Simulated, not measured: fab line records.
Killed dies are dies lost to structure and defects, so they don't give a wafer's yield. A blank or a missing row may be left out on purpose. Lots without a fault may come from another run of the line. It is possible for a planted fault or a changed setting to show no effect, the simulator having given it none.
fab line records / flow n5_finfet / part 2 of 2: steps 13 to 28 of 28
record lots=5 wafers=15 last_day=18
route steps=1938 shown MOL_CONTACT_COAG@577
lots that met no fault: from a run of the same line without faults
start_h: hours from the record's opening day to when the first of the lot's shown wafers began / wait_h: hours since the lot's step before / " unchanged from the row above / L1.1+2: a single row standing in for several wafers / - no value, or no start was given / * or withheld: withheld / < > ~ a bound
route shown NAME@n: names a module that has steps shown in the file, with the first one's number in the route / usual: mean/standard deviation of fault-free wafers / same: alike in all rows / chamber/n: place in a boat / sites: each site's reading / _std_site: standard deviation of those values / _edge_site: mean of outer sites minus mean of inner sites / radius_mm: for every site, how far away it sits from the centre of the wafer / mask NAME#n: copy n / behind: the last tool/chamber to shape the wafer / hold: reason for holding the lot/hours on hold/outcome of the hold / device: the n, p or np transistor that did not switch / end of line: tests of these same wafers at the route's end / where a step has no rows: the recipe by itself / killed: dies lost to structure and defects at the first sort, not the wafer's yield / map: a wafer's dies, marking killed ones x, the rest . and places with no die _
set.NAME: the setting as run; set.NAME@STEP: as run at that earlier step / model.NAME: the simulator's own value behind a step, which no gauge read
lots at some steps of the route; a table a step, a row a wafer
services: the hour from which a tool's chamber was out of use, counted from the record's first day as start_h (under 0 if before that day), plus the number of hours and why
## steps
# step N5_MOL_CONTACT_COAG_STRIP_119
# recipe chemistry=N2/H2 time_s=30 power_w=1000 temp_c=250 pressure_mtorr=withheld n2_flow_sccm=1750 h2_flow_sccm=3250
# usual drypump_motor_current_A=5.8/0.32 heater_power_w=318/33
lot.wafer=L079.3 tool=plasma_asher-01 chamber=1 start_h=129.17 wait_h=0.1 drypump_motor_current_A=5.7 heater_power_w=253 rf_hours_counter_h=-
lot.wafer=L079.4 tool=plasma_asher-01 chamber=0 start_h=129.17 wait_h=0.1 drypump_motor_current_A=5.2 heater_power_w=360 rf_hours_counter_h=-
lot.wafer=L079.5 tool=plasma_asher-01 chamber=0 start_h=129.17 wait_h=0.1 drypump_motor_current_A=5.2 heater_power_w=362 rf_hours_counter_h=-
lot.wafer=L083.2 tool=plasma_asher-01 chamber=0 start_h=154.69 wait_h=0.1 drypump_motor_current_A=5.2 heater_power_w=366 rf_hours_counter_h=50
lot.wafer=L083.3 tool=plasma_asher-01 chamber=0 start_h=154.69 wait_h=0.1 drypump_motor_current_A=5.2 heater_power_w=351 rf_hours_counter_h=-
lot.wafer=L083.4 tool=plasma_asher-01 chamber=1 start_h=154.69 wait_h=0.1 drypump_motor_current_A=5.6 heater_power_w=266 rf_hours_counter_h=-
lot.wafer=L086.1 tool=plasma_asher-02 chamber=0 start_h=171.84 wait_h=0.1 drypump_motor_current_A=6.1 heater_power_w=320 rf_hours_counter_h=108
lot.wafer=L086.2 tool=plasma_asher-02 chamber=1 start_h=171.84 wait_h=0.1 drypump_motor_current_A=5.8 heater_power_w=315 rf_hours_counter_h=108
lot.wafer=L086.6 tool=plasma_asher-02 chamber=1 start_h=171.84 wait_h=0.1 drypump_motor_current_A=5.8 heater_power_w=325 rf_hours_counter_h=-
lot.wafer=L088.3 tool=plasma_asher-01 chamber=1 start_h=186.80 wait_h=0.1 drypump_motor_current_A=5.6 heater_power_w=260 rf_hours_counter_h=-
lot.wafer=L088.4 tool=plasma_asher-01 chamber=0 start_h=186.80 wait_h=0.1 drypump_motor_current_A=5.2 heater_power_w=369 rf_hours_counter_h=-
lot.wafer=L088.6 tool=plasma_asher-01 chamber=0 start_h=186.80 wait_h=0.1 drypump_motor_current_A=5.2 heater_power_w=356 rf_hours_counter_h=-
lot.wafer=L096.2 tool=plasma_asher-02 chamber=1 start_h=237.07 wait_h=0.1 drypump_motor_current_A=5.8 heater_power_w=313 rf_hours_counter_h=121
lot.wafer=L096.4 tool=plasma_asher-02 chamber=0 start_h=237.07 wait_h=0.1 drypump_motor_current_A=6.2 heater_power_w=329 rf_hours_counter_h=-
lot.wafer=L096.6 tool=plasma_asher-02 chamber=0 start_h=237.07 wait_h=0.1 drypump_motor_current_A=6.2 heater_power_w=327 rf_hours_counter_h=-
# step N5_MOL_CONTACT_COAG_PRECLEAN_144
# recipe chemistry=alkaline_clean temp_c=60 time_s=60 do_ppb=50
lot.wafer=L079.3+4+5 tool=wet_bench-01 chamber=1,7,3 start_h=129.24 wait_h=0.0
lot.wafer=L083.2+3+4 tool=wet_bench-03 chamber=7,3,4 start_h=154.78 wait_h=0.1
lot.wafer=L086.1+2+6 tool=wet_bench-02 chamber=2,4,3 start_h=171.93 wait_h=0.1
lot.wafer=L088.3+4+6 tool=wet_bench-03 chamber=4,2,7 start_h=186.86 wait_h=0.0
lot.wafer=L096.2+4+6 tool=wet_bench-01 chamber=5,4,0 start_h=237.15 wait_h=0.1
# step N5_MOL_CONTACT_COAG_SRD_145
# recipe dry=ipa_marangoni time_s=30 temp_c=23 rinse_liquid=diw
lot.wafer=L079.3+4+5 tool=wet_bench-01 chamber=1,7,3 start_h=129.26 wait_h=0.0
lot.wafer=L083.2+3+4 tool=wet_bench-03 chamber=7,3,4 start_h=154.80 wait_h=0.0
lot.wafer=L086.1+2+6 tool=wet_bench-02 chamber=2,4,3 start_h=171.95 wait_h=0.0
lot.wafer=L088.3+4+6 tool=wet_bench-03 chamber=4,2,7 start_h=186.90 wait_h=0.0
lot.wafer=L096.2+4+6 tool=wet_bench-01 chamber=5,4,0 start_h=237.17 wait_h=0.0
# step N5_MOL_CONTACT_COAG_CD_MEAS_137
# recipe target_cd_nm=16
# usual cd_nm=15.8/0.33
lot.wafer=L079.3 tool=cd_sem-01 chamber=- start_h=129.30 wait_h=0.0 cd_nm=16.1
lot.wafer=L079.4 tool=cd_sem-01 chamber=- start_h=129.30 wait_h=0.0 cd_nm=15.8
lot.wafer=L079.5 tool=cd_sem-01 chamber=- start_h=129.30 wait_h=0.0 cd_nm=15.4
lot.wafer=L083.2 tool=cd_sem-02 chamber=- start_h=154.84 wait_h=0.0 cd_nm=16.0
lot.wafer=L083.3 tool=cd_sem-02 chamber=- start_h=154.84 wait_h=0.0 cd_nm=15.7
lot.wafer=L083.4 tool=cd_sem-02 chamber=- start_h=154.84 wait_h=0.0 cd_nm=16.1
lot.wafer=L086.1 tool=cd_sem-03 chamber=- start_h=171.99 wait_h=0.0 cd_nm=15.9
lot.wafer=L086.2 tool=cd_sem-03 chamber=- start_h=171.99 wait_h=0.0 cd_nm=15.2
lot.wafer=L086.6 tool=cd_sem-03 chamber=- start_h=171.99 wait_h=0.0 cd_nm=15.3
lot.wafer=L088.3 tool=cd_sem-03 chamber=- start_h=186.96 wait_h=0.0 cd_nm=16.2
lot.wafer=L088.4 tool=cd_sem-03 chamber=- start_h=186.96 wait_h=0.0 cd_nm=15.8
lot.wafer=L088.6 tool=cd_sem-03 chamber=- start_h=186.96 wait_h=0.0 cd_nm=15.7
lot.wafer=L096.2 tool=cd_sem-02 chamber=- start_h=237.21 wait_h=0.0 cd_nm=16.2
lot.wafer=L096.4 tool=cd_sem-02 chamber=- start_h=237.21 wait_h=0.0 cd_nm=16.1
lot.wafer=L096.6 tool=cd_sem-02 chamber=- start_h=237.21 wait_h=0.0 cd_nm=15.8
# step N5_MOL_CONTACT_COAG_COAT_62
# recipe resist=SOC temp_c=250 time_s=60 spin_rpm=1500 resist_thk_nm=60
lot.wafer=L079.3+4+5 tool=litho_track-01 chamber=0 start_h=129.34 wait_h=0.0
lot.wafer=L083.2+3+4 tool=litho_track-01 chamber=0 start_h=154.88 wait_h=0.0
lot.wafer=L086.1+2+6 tool=litho_track-05 chamber=0 start_h=172.02 wait_h=0.0
lot.wafer=L088.3+4+6 tool=litho_track-05 chamber=0 start_h=187.00 wait_h=0.0
lot.wafer=L096.2+4+6 tool=litho_track-05 chamber=0 start_h=237.25 wait_h=0.0
# step N5_MOL_CONTACT_COAG_COAT_63
# recipe resist=SiARC temp_c=220 time_s=60 spin_rpm=1500 resist_thk_nm=10
lot.wafer=L079.3+4+5 tool=litho_track-01 chamber=0 start_h=- wait_h=-
lot.wafer=L083.2+3+4 tool=litho_track-01 chamber=0 start_h=- wait_h=-
lot.wafer=L086.1+2+6 tool=litho_track-05 chamber=0 start_h=- wait_h=-
lot.wafer=L088.3+4+6 tool=litho_track-05 chamber=0 start_h=- wait_h=-
lot.wafer=L096.2+4+6 tool=litho_track-05 chamber=0 start_h=- wait_h=-
# step N5_MOL_CONTACT_COAG_COAT_64
# recipe resist=underlayer temp_c=205 time_s=60 spin_rpm=1500 resist_thk_nm=10
lot.wafer=L079.3+4+5 tool=litho_track-01 chamber=0 start_h=- wait_h=-
lot.wafer=L083.2+3+4 tool=litho_track-01 chamber=0 start_h=- wait_h=-
lot.wafer=L086.1+2+6 tool=litho_track-05 chamber=0 start_h=- wait_h=-
lot.wafer=L088.3+4+6 tool=litho_track-05 chamber=0 start_h=- wait_h=-
lot.wafer=L096.2+4+6 tool=litho_track-05 chamber=0 start_h=- wait_h=-
# step N5_MOL_CONTACT_COAG_COAT_34
# recipe resist=CAR-EUV spin_rpm=1500 resist_thk_nm=40
lot.wafer=L079.3+4+5 tool=litho_track-01 chamber=0 start_h=- wait_h=-
lot.wafer=L083.2+3+4 tool=litho_track-01 chamber=0 start_h=- wait_h=-
lot.wafer=L086.1+2+6 tool=litho_track-05 chamber=0 start_h=- wait_h=-
lot.wafer=L088.3+4+6 tool=litho_track-05 chamber=0 start_h=- wait_h=-
lot.wafer=L096.2+4+6 tool=litho_track-05 chamber=0 start_h=- wait_h=-
# step N5_MOL_CONTACT_COAG_EBR_36
# recipe solvent=PGMEA ebr_width_mm=1.5
lot.wafer=L079.3+4+5 tool=litho_track-01 chamber=0 start_h=- wait_h=-
lot.wafer=L083.2+3+4 tool=litho_track-01 chamber=0 start_h=- wait_h=-
lot.wafer=L086.1+2+6 tool=litho_track-05 chamber=0 start_h=- wait_h=-
lot.wafer=L088.3+4+6 tool=litho_track-05 chamber=0 start_h=- wait_h=-
lot.wafer=L096.2+4+6 tool=litho_track-05 chamber=0 start_h=- wait_h=-
# step N5_MOL_CONTACT_COAG_SOFTBAKE_35
# recipe temp_c=110 time_s=60 resist=CAR-EUV
lot.wafer=L079.3+4+5 tool=litho_track-01 chamber=0 start_h=- wait_h=-
lot.wafer=L083.2+3+4 tool=litho_track-01 chamber=0 start_h=- wait_h=-
lot.wafer=L086.1+2+6 tool=litho_track-05 chamber=0 start_h=- wait_h=-
lot.wafer=L088.3+4+6 tool=litho_track-05 chamber=0 start_h=- wait_h=-
lot.wafer=L096.2+4+6 tool=litho_track-05 chamber=0 start_h=- wait_h=-
# step N5_MOL_CONTACT_COAG_EXPOSE_37
# recipe mask_id=VD na=0.33 source_shape=annular sigma_inner=0.3 sigma_outer=0.7 polarization=unpolarized defocus_nm=0 dose_mj=62
lot.wafer=L079.3+4+5 tool=euv_scanner-01 chamber=0 start_h=129.62 wait_h=- mask=VD#0
lot.wafer=L083.2+3+4 tool=euv_scanner-02 chamber=0 start_h=155.15 wait_h=- mask=VD#0
lot.wafer=L086.1+2+6 tool=euv_scanner-01 chamber=0 start_h=172.16 wait_h=- mask=VD#0
lot.wafer=L088.3+4+6 tool=euv_scanner-02 chamber=0 start_h=187.28 wait_h=- mask=VD#0
lot.wafer=L096.2+4+6 tool=euv_scanner-01 chamber=0 start_h=237.52 wait_h=- mask=VD#0
# step N5_MOL_CONTACT_COAG_PEB_38
# recipe peb_temp_c=100 peb_time_s=60 resist=CAR-EUV
lot.wafer=L079.3+4+5 tool=litho_track-01 chamber=0 start_h=129.68 wait_h=0.1
lot.wafer=L083.2+3+4 tool=litho_track-01 chamber=0 start_h=155.22 wait_h=0.1
lot.wafer=L086.1+2+6 tool=litho_track-01 chamber=0 start_h=172.24 wait_h=0.1
lot.wafer=L088.3+4+6 tool=litho_track-05 chamber=0 start_h=187.34 wait_h=0.1
lot.wafer=L096.2+4+6 tool=litho_track-02 chamber=0 start_h=237.59 wait_h=0.1
# step N5_MOL_CONTACT_COAG_DEVELOP_39
# recipe develop_time_s=30 developer=TMAH resist=CAR-EUV rinse_liquid=surfactant_rinse dry=air_spin dev_temp_c=23
# same develop_time_s=30
lot.wafer=L079.3+4+5 tool=litho_track-01 chamber=0 start_h=- wait_h=-
lot.wafer=L083.2+3+4 tool=litho_track-01 chamber=0 start_h=- wait_h=-
lot.wafer=L086.1+2+6 tool=litho_track-01 chamber=0 start_h=- wait_h=-
lot.wafer=L088.3+4+6 tool=litho_track-05 chamber=0 start_h=- wait_h=-
lot.wafer=L096.2+4+6 tool=litho_track-02 chamber=0 start_h=- wait_h=-
# step N5_MOL_CONTACT_COAG_CD_MEAS_40
# recipe target_cd_nm=25.1 landing_energy_ev=500 detector=se_inlens polarity=opening
# usual cd_nm=25.14/0.26
lot.wafer=L079.3 tool=cd_sem-02 chamber=0 start_h=129.75 wait_h=- cd_nm=24.73
lot.wafer=L079.4 tool=cd_sem-02 chamber=0 start_h=129.75 wait_h=- cd_nm=25.27
lot.wafer=L079.5 tool=cd_sem-02 chamber=0 start_h=129.75 wait_h=- cd_nm=24.99
lot.wafer=L083.2 tool=cd_sem-03 chamber=0 start_h=155.28 wait_h=- cd_nm=25.39
lot.wafer=L083.3 tool=cd_sem-03 chamber=0 start_h=155.28 wait_h=- cd_nm=25.21
lot.wafer=L083.4 tool=cd_sem-03 chamber=0 start_h=155.28 wait_h=- cd_nm=24.89
lot.wafer=L086.1 tool=cd_sem-01 chamber=0 start_h=172.30 wait_h=- cd_nm=24.98
lot.wafer=L086.2 tool=cd_sem-01 chamber=0 start_h=172.30 wait_h=- cd_nm=25.42
lot.wafer=L086.6 tool=cd_sem-01 chamber=0 start_h=172.30 wait_h=- cd_nm=24.93
lot.wafer=L088.3 tool=cd_sem-02 chamber=0 start_h=187.40 wait_h=- cd_nm=25.41
lot.wafer=L088.4 tool=cd_sem-02 chamber=0 start_h=187.40 wait_h=- cd_nm=25.56
lot.wafer=L088.6 tool=cd_sem-02 chamber=0 start_h=187.40 wait_h=- cd_nm=25.44
lot.wafer=L096.2 tool=cd_sem-01 chamber=0 start_h=237.66 wait_h=- cd_nm=24.89
lot.wafer=L096.4 tool=cd_sem-01 chamber=0 start_h=237.66 wait_h=- cd_nm=25.21
lot.wafer=L096.6 tool=cd_sem-01 chamber=0 start_h=237.66 wait_h=- cd_nm=25.29
# step N5_MOL_CONTACT_COAG_OVL_MEAS_41
# recipe points_per_wafer=522
# usual VD_OVL=-0.3/0.68
lot.wafer=L079.3 tool=overlay-02 chamber=0 start_h=129.79 wait_h=0.0 VD_OVL[nm]=-1.1
lot.wafer=L079.4 tool=overlay-02 chamber=0 start_h=129.79 wait_h=0.0 VD_OVL[nm]=0.0
lot.wafer=L079.5 tool=overlay-02 chamber=0 start_h=129.79 wait_h=0.0 VD_OVL[nm]=-0.7
lot.wafer=L083.2 tool=overlay-01 chamber=0 start_h=155.32 wait_h=0.0 VD_OVL[nm]=-1.9
lot.wafer=L083.3 tool=overlay-01 chamber=0 start_h=155.32 wait_h=0.0 VD_OVL[nm]=-0.1
lot.wafer=L083.4 tool=overlay-01 chamber=0 start_h=155.32 wait_h=0.0 VD_OVL[nm]=-0.4
lot.wafer=L086.1 tool=overlay-01 chamber=0 start_h=172.33 wait_h=0.0 VD_OVL[nm]=-0.1
lot.wafer=L086.2 tool=overlay-01 chamber=0 start_h=172.33 wait_h=0.0 VD_OVL[nm]=-1.3
lot.wafer=L086.6 tool=overlay-01 chamber=0 start_h=172.33 wait_h=0.0 VD_OVL[nm]=-0.6
lot.wafer=L088.3 tool=overlay-02 chamber=0 start_h=187.44 wait_h=0.0 VD_OVL[nm]=-0.5
lot.wafer=L088.4 tool=overlay-02 chamber=0 start_h=187.44 wait_h=0.0 VD_OVL[nm]=-1.1
lot.wafer=L088.6 tool=overlay-02 chamber=0 start_h=187.44 wait_h=0.0 VD_OVL[nm]=-0.2
lot.wafer=L096.2 tool=overlay-02 chamber=0 start_h=237.69 wait_h=0.0 VD_OVL[nm]=-0.1
lot.wafer=L096.4 tool=overlay-02 chamber=0 start_h=237.69 wait_h=0.0 VD_OVL[nm]=0.1
lot.wafer=L096.6 tool=overlay-02 chamber=0 start_h=237.69 wait_h=0.0 VD_OVL[nm]=1.2
# step N5_MOL_CONTACT_COAG_INSPECT_42
# recipe mode=adi inspect_instrument=brightfield
# usual raw_defect_count=218/63
lot.wafer=L079.3 tool=defect_inspect-02 chamber=- start_h=129.83 wait_h=0.0 raw_defect_count=281
lot.wafer=L079.4 tool=defect_inspect-02 chamber=- start_h=129.83 wait_h=0.0 raw_defect_count=182
lot.wafer=L079.5 tool=defect_inspect-02 chamber=- start_h=129.83 wait_h=0.0 raw_defect_count=237
lot.wafer=L083.2 tool=defect_inspect-02 chamber=- start_h=155.37 wait_h=0.0 raw_defect_count=291
lot.wafer=L083.3 tool=defect_inspect-02 chamber=- start_h=155.37 wait_h=0.0 raw_defect_count=194
lot.wafer=L083.4 tool=defect_inspect-02 chamber=- start_h=155.37 wait_h=0.0 raw_defect_count=236
lot.wafer=L086.1 tool=defect_inspect-02 chamber=- start_h=172.39 wait_h=0.1 raw_defect_count=180
lot.wafer=L086.2 tool=defect_inspect-02 chamber=- start_h=172.39 wait_h=0.1 raw_defect_count=206
lot.wafer=L086.6 tool=defect_inspect-02 chamber=- start_h=172.39 wait_h=0.1 raw_defect_count=161
lot.wafer=L088.3 tool=defect_inspect-02 chamber=- start_h=187.49 wait_h=0.0 raw_defect_count=254
lot.wafer=L088.4 tool=defect_inspect-02 chamber=- start_h=187.49 wait_h=0.0 raw_defect_count=249
lot.wafer=L088.6 tool=defect_inspect-02 chamber=- start_h=187.49 wait_h=0.0 raw_defect_count=256
lot.wafer=L096.2 tool=defect_inspect-01 chamber=- start_h=237.74 wait_h=0.0 raw_defect_count=292
lot.wafer=L096.4 tool=defect_inspect-01 chamber=- start_h=237.74 wait_h=0.0 raw_defect_count=220
lot.wafer=L096.6 tool=defect_inspect-01 chamber=- start_h=237.74 wait_h=0.0 raw_defect_count=192
## services
tool=rie_diel-04 chamber=1 start_h=107.92 hours=4.6 kind=repair
tool=wet_bench-02 chamber=- start_h=110.80 hours=1.1 kind=repair
tool=ald_sin-02 chamber=- start_h=122.03 hours=1.1 kind=repair
tool=euv_scanner-02 chamber=- start_h=126.84 hours=4.6 kind=pm
tool=euv_scanner-02 chamber=- start_h=132.83 hours=0.4 kind=repair
tool=plasma_asher-01 chamber=- start_h=138.79 hours=1.2 kind=repair
tool=euv_scanner-01 chamber=- start_h=142.86 hours=4.6 kind=pm
tool=euv_scanner-02 chamber=- start_h=147.46 hours=1.0 kind=pm
tool=ald_sin-02 chamber=- start_h=148.80 hours=0.9 kind=repair
tool=euv_scanner-01 chamber=- start_h=154.76 hours=1.0 kind=pm
tool=rie_diel-04 chamber=2 start_h=158.20 hours=4.0 kind=repair
tool=euv_scanner-02 chamber=- start_h=165.35 hours=12.0 kind=pm
tool=rie_diel-04 chamber=1 start_h=175.91 hours=66.9 kind=repair
tool=rie_diel-01 chamber=1 start_h=192.52 hours=- kind=clean
tool=rie_diel-01 chamber=1 start_h=192.52 hours=- kind=consumable_replace:focus_ring
tool=ald_sin-01 chamber=3 start_h=199.16 hours=1.6 kind=repair
tool=euv_scanner-02 chamber=- start_h=201.25 hours=1.0 kind=pm
tool=euv_scanner-01 chamber=- start_h=210.89 hours=1.0 kind=pm
tool=ald_sin-04 chamber=0 start_h=215.36 hours=32.4 kind=repair
tool=rie_diel-01 chamber=- start_h=218.42 hours=14.6 kind=pm
tool=rie_diel-02 chamber=3 start_h=223.86 hours=- kind=clean
tool=rie_diel-02 chamber=3 start_h=223.86 hours=- kind=consumable_replace:focus_ring
tool=rie_diel-02 chamber=3 start_h=223.86 hours=20.6 kind=scheduled_down
tool=ald_sin-02 chamber=- start_h=235.26 hours=2.0 kind=repair
